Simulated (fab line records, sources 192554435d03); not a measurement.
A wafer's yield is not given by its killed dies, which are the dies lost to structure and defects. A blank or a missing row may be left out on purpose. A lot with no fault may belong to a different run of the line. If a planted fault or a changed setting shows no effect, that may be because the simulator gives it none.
fab line records | flow n5Finfet
record lots=7 | wafers=39
route steps=1938 shown FIN_SAQP@96 STI_FIN_REVEAL@198 SD_EPI_N@288 HKMG_FIN@435 BEOL_M0_SAQP@636 BEOL_M2@857 BEOL_M3@994 BEOL_M4@1081
startH: the number of hours between the record's first day and the start of the first shown wafer of the lot | waitH: hours elapsed since this lot's preceding step | " repeats the value in the row above | L1.1+2: several wafers, shown together as one row | - no value present, or no start provided | * or withheld: withheld | < > ~ a bound
route shown NAME@n: NAME is a module with steps in the file, n the number in the route of the first one | usual: mean/standard deviation of fault-free wafers | same: alike in all rows | chamber/n: place in a boat | sites: per-site readings | _std_site: standard deviation across them | _edge_site: mean of outer sites minus mean of inner sites | radiusMm: for every site, how far away it sits from the centre of the wafer | mask NAME#n: copy n | behind: tool/chamber where the wafer was last shaped | hold: the reason the lot was held/the length of the hold in hours/how it ended | device: transistor that didn't switch, given as n, p or np | end of line: tests of these same wafers at the route's end | a step given without rows: its recipe and nothing more | killed: at the first sort, the dies lost to defects and structure; wafer yield is something else | map: a wafer's dies, x killed, . not, _ none there
set.NAME: the run value of the setting; set.NAME@STEP: its run value at that earlier step | model.NAME: the simulator's own value behind a step, which no gauge read
lots with deliberately changed settings; one table per step, one row per wafer
## steps
# step N5_FIN_SAQP_HM_DEP_03
# recipe material=SiNx | targetThkA=380 | tempC=400 | precursor=SiH4/NH3/N2 | pressureTorr=1.5 | rfW=300 | timeS=33.6
# step N5_STI_FIN_REVEAL_PRECLEAN_17
# recipe chemistry=NF3:NH3 | afsCycles=1 | tempC=30 | timeS=20 | sublimationTempC=180 | sublimationTimeS=60 | pressureTorr=3 | rfPowerW=30
# step N5_SD_EPI_N_EPI_21
# recipe material=Si:P | dopant=P | tempC=680 | pressureTorr=255 | timeS=690
# step N5_HKMG_FIN_ETCH_32
# recipe chemistry=N2/H2 | target=SOC | targetDepthA=2400 | tempC=40 | timeS=300 | ionEnergyEv=200 | maskMaterial=SiARC | pressureMtorr=30 | sourceW=840 | biasW=150 | n2FlowSccm=200 | h2FlowSccm=200
# step N5_BEOL_M0_SAQP_PECVD_96
# recipe material=a-Si | targetThkA=450 | tempC=350 | precursor=SiH4/He | pressureTorr=3 | rfW=100 | timeS=45.2
# step N5_BEOL_M2_DESCUM_16
# recipe chemistry=O2 | timeS=7 | sourcePowerW=50 | biasPowerW=20 | pressureMtorr=20 | rfFrequencyHz=2.712e+07 | tempC=40 | resist=CAR-EUV | o2FlowSccm=225
# step N5_BEOL_M3_SPUTTER_48
# recipe material=Cu | targetThkA=45 | tempC=-20 | chamberPressurePa=0.07 | powerW=withheld | timeS=8.29
# step N5_BEOL_M4_ALD_84
# recipe material=TaN | targetThkA=* | tempC=275 | aldPrecursorFamily=PDMAT | aldCoReactant=NH3 | pressureTorr=3 | carrierFlowSccm=1500 | pulseTimeS=2 | purgeTimeS=3 | coReactantPurgeTimeS=2 | coReactantPulseTimeS=3 | aldCycles=30 | precursorVesselTempC=75 | precursorVesselPressureTorr=26.25 | precursorVesselCarrierSccm=1000
# step N5_BEOL_M4_RC_MEAS_101
# usual COMB_M4=5.7e-11/1.2e-11 | ION_N=676/14 | REXT_N=75.1/2.2 | RS_SD_N=28.4/0.41
lot.wafer | tool      | chamber | startH | waitH | set.timeS@FIN_SAQP_HM_DEP_03 | set.timeS@STI_FIN_REVEAL_PRECLEAN_17 | set.timeS@SD_EPI_N_EPI_21 | set.targetDepthA@HKMG_FIN_ETCH_32 | set.timeS@BEOL_M0_SAQP_PECVD_96 | set.timeS@BEOL_M2_DESCUM_16 | set.targetThkA@BEOL_M3_SPUTTER_48 | set.aldCycles@BEOL_M4_ALD_84 | COMB_M4[S/m] | ION_N[uA/um] | REXT_N[ohm.um] | RS_SD_N[ohm/sq]
L077.1    | prober-01 | 0       | 183.33 | 0.0   | 33.6                         | 8.214                                | 879.3                     | 988.8                             | 45.2                            | 3.265                       | 45                                | 30                           | 4.5e-11      | 672          | 77.0           | 23.8
L077.2    | "         | 0       | "      | "     | 33.6                         | 20                                   | 690                       | 2400                              | 29.06                           | 3.265                       | 34.93                             | 22                           | 1.2e-10      | 687          | 77.8           | 28.4
L077.3    | "         | 0       | "      | "     | 23.5                         | 8.214                                | 879.3                     | 2400                              | 29.06                           | 7                           | 34.93                             | 30                           | 5.5e-11      | 692          | 76.0           | 23.9
L077.4    | "         | 0       | "      | "     | 33.6                         | 20                                   | 879.3                     | 988.8                             | 29.06                           | 3.265                       | 45                                | 30                           | 4.8e-11      | 706          | 76.7           | 23.8
L077.5    | "         | 0       | "      | "     | 23.5                         | 8.214                                | 690                       | 988.8                             | 45.2                            | 7                           | 34.93                             | 22                           | 1.06e-10     | 677          | 79.1           | 28.4
L077.6    | "         | 0       | "      | "     | 23.5                         | 20                                   | 690                       | 2400                              | 45.2                            | 7                           | 45                                | 22                           | 1.28e-10     | 712          | 76.0           | 28.4
L083.1    | prober-01 | 0       | 220.53 | 0.0   | 33.6                         | 20                                   | 690                       | 2400                              | 45.2                            | 7                           | 45                                | 30                           | 6.3e-11      | 660          | 75.5           | 27.9
L083.2    | "         | 0       | "      | "     | 33.6                         | 27.6                                 | 690                       | 2400                              | 45.2                            | 3.714                       | 21.44                             | 24                           | 8e-11        | 702          | 76.9           | 27.7
L083.3    | "         | 0       | "      | "     | 33.6                         | 27.6                                 | 690                       | 2400                              | 22                              | 7                           | 21.44                             | 24                           | 9.6e-11      | 688          | 75.7           | 27.9
L083.4    | "         | 0       | "      | "     | 33.6                         | 20                                   | 690                       | 2400                              | 22                              | 3.714                       | 21.44                             | 30                           | 5.9e-11      | 697          | 77.4           | 28.2
L083.5    | "         | 0       | "      | "     | 33.6                         | 20                                   | 690                       | 2400                              | 22                              | 7                           | 45                                | 24                           | 1.29e-10     | 669          | 75.6           | 27.7
L083.6    | "         | 0       | "      | "     | 33.6                         | 27.6                                 | 690                       | 2400                              | 45.2                            | 3.714                       | 45                                | 30                           | 6.1e-11      | 688          | 76.5           | 28.1
L088.1    | prober-02 | 0       | 245.77 | 0.0   | 22.38                        | 20                                   | 524.4                     | 2400                              | 45.2                            | 3.212                       | 45                                | 25                           | 7.2e-11      | 674          | 78.5           | 35.0
L088.2    | "         | 0       | "      | "     | 33.6                         | 20                                   | 690                       | 2400                              | 45.2                            | 7                           | 45                                | 30                           | 4.9e-11      | 660          | 73.7           | 28.5
L088.3    | "         | 0       | "      | "     | 22.38                        | 20                                   | 524.4                     | 3254                              | 69.95                           | 7                           | 45                                | 25                           | 6.3e-11      | 656          | 80.0           | 35.0
L088.4    | "         | 0       | "      | "     | 33.6                         | 20                                   | 690                       | 2400                              | 69.95                           | 3.212                       | 45                                | 25                           | 6.8e-11      | 682          | 72.8           | 28.6
L088.5    | "         | 0       | "      | "     | 22.38                        | 20                                   | 690                       | 3254                              | 45.2                            | 3.212                       | 45                                | 30                           | 6.4e-11      | 670          | 73.6           | 28.6
L088.6    | "         | 0       | "      | "     | 33.6                         | 20                                   | 524.4                     | 3254                              | 69.95                           | 7                           | 45                                | 30                           | 7.6e-11      | 649          | 79.8           | 35.4
L089.1    | prober-02 | 0       | 261.46 | 0.0   | 33.6                         | 20                                   | 1017                      | 2400                              | 45.2                            | 10.1                        | 45                                | 30                           | 5.1e-11      | 719          | 69.9           | 21.3
L089.2    | "         | 0       | "      | "     | 33.6                         | 30.52                                | 690                       | 1602                              | 61.04                           | 10.1                        | 45                                | 30                           | 4.7e-11      | 690          | 74.9           | 28.4
L089.3    | "         | 0       | "      | "     | 33.6                         | 20                                   | 1017                      | 1602                              | 61.04                           | 7                           | 45                                | 30                           | 5.4e-11      | 685          | 71.8           | 21.4
L089.4    | "         | 0       | "      | "     | 33.6                         | 30.52                                | 690                       | 1602                              | 45.2                            | 7                           | 45                                | 30                           | 5.7e-11      | 704          | 74.8           | 28.1
L089.5    | "         | 0       | "      | "     | 33.6                         | 30.52                                | 1017                      | 2400                              | 45.2                            | 7                           | 45                                | 30                           | 7.5e-11      | 722          | 71.2           | 21.5
L089.6    | "         | 0       | "      | "     | 33.6                         | 20                                   | 690                       | 2400                              | 61.04                           | 10.1                        | 45                                | 30                           | 5.7e-11      | 686          | 74.7           | 28.0
L095.4    | prober-02 | 0       | 291.43 | 0.5   | 33.6                         | 20                                   | 690                       | 2400                              | 45.2                            | 7                           | 45                                | 30                           | 4.9e-11      | 688          | 71.6           | 27.9
L095.5    | "         | 0       | "      | "     | 33.6                         | 20                                   | 690                       | 2400                              | 45.2                            | 7                           | 45                                | 30                           | 6.4e-11      | 682          | 73.2           | 28.4
L095.6    | "         | 0       | "      | "     | 33.6                         | 20                                   | 690                       | 2400                              | 45.2                            | 7                           | 45                                | 30                           | 5.4e-11      | 681          | 72.8           | 28.4
L094.1    | prober-02 | 0       | 294.86 | 0.0   | 33.6                         | 20                                   | 690                       | 2400                              | 45.2                            | 7                           | 45                                | 30                           | 5.9e-11      | 687          | 75.9           | 27.9
L094.2    | "         | 0       | "      | "     | 33.6                         | 20                                   | 291.2                     | 2916                              | 45.2                            | 7                           | 45                                | 30                           | 5.9e-11      | 633          | 97.0           | 62.4
L094.3    | "         | 0       | "      | "     | 42.4                         | 30.93                                | 690                       | 2916                              | 45.2                            | 7                           | 20.78                             | 30                           | 5.3e-11      | 693          | 75.2           | 27.7
L094.4    | "         | 0       | "      | "     | 33.6                         | 30.93                                | 291.2                     | 2400                              | 45.2                            | 7                           | 20.78                             | 30                           | 5.7e-11      | 642          | 96.6           | 61.3
L094.5    | "         | 0       | "      | "     | 42.4                         | 20                                   | 291.2                     | 2400                              | 45.2                            | 7                           | 20.78                             | 30                           | 5.1e-11      | 617          | 98.5           | 61.7
L094.6    | "         | 0       | "      | "     | 42.4                         | 30.93                                | 690                       | 2916                              | 45.2                            | 7                           | 45                                | 30                           | 5.5e-11      | 678          | 76.9           | 28.5
L097.1    | prober-02 | 0       | 310.00 | 0.0   | 33.6                         | 20                                   | 690                       | 2400                              | 45.2                            | 3.923                       | 45                                | 30                           | 6e-11        | 695          | 76.1           | 28.5
L097.2    | "         | 0       | "      | "     | 45.63                        | 29.18                                | 690                       | 2400                              | 45.2                            | 7                           | 45                                | 30                           | 6e-11        | 690          | 74.0           | 28.6
L097.3    | "         | 0       | "      | "     | 33.6                         | 29.18                                | 690                       | 3817                              | 45.2                            | 7                           | 45                                | 30                           | 3.5e-11      | 671          | 75.0           | 28.6
L097.4    | "         | 0       | "      | "     | 33.6                         | 20                                   | 289.8                     | 3817                              | 45.2                            | 7                           | 45                                | 30                           | 3.8e-11      | 671          | 96.2           | 62.9
L097.5    | "         | 0       | "      | "     | 45.63                        | 20                                   | 289.8                     | 2400                              | 45.2                            | 3.923                       | 45                                | 30                           | 6e-11        | 643          | 96.9           | 62.3
L097.6    | "         | 0       | "      | "     | 45.63                        | 29.18                                | 289.8                     | 3817                              | 45.2                            | 3.923                       | 45                                | 30                           | 6.2e-11      | 652          | 96.7           | 63.3
## key
split step=N5_FIN_SAQP_HM_DEP_03 | setting=timeS | statedAs=33.6
response none clear
split step=N5_STI_FIN_REVEAL_PRECLEAN_17 | setting=timeS | statedAs=20
response none clear
split step=N5_SD_EPI_N_EPI_21 | setting=timeS | statedAs=690
response step=N5_BEOL_M4_RC_MEAS_101 | reading=RS_SD_N | slope=-0.45 | per=1% | togetherWith=all | explained=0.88
response step=N5_BEOL_M4_RC_MEAS_101 | reading=REXT_N | slope=-0.282 | per=1% | togetherWith=all | explained=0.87
response step=N5_BEOL_M4_RC_MEAS_101 | reading=ION_N | slope=+0.592 | per=1% | togetherWith=all | explained=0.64
split step=N5_HKMG_FIN_ETCH_32 | setting=targetDepthA | statedAs=2400
response none clear
split step=N5_BEOL_M0_SAQP_PECVD_96 | setting=timeS | statedAs=45.2
response none clear
split step=N5_BEOL_M2_DESCUM_16 | setting=timeS | statedAs=7
response none clear
split step=N5_BEOL_M3_SPUTTER_48 | setting=targetThkA | statedAs=45
response none clear
split step=N5_BEOL_M4_ALD_84 | setting=aldCycles | statedAs=30
response step=N5_BEOL_M4_RC_MEAS_101 | reading=COMB_M4 | slope=-2.12e-12 | per=1% | togetherWith=all | explained=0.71
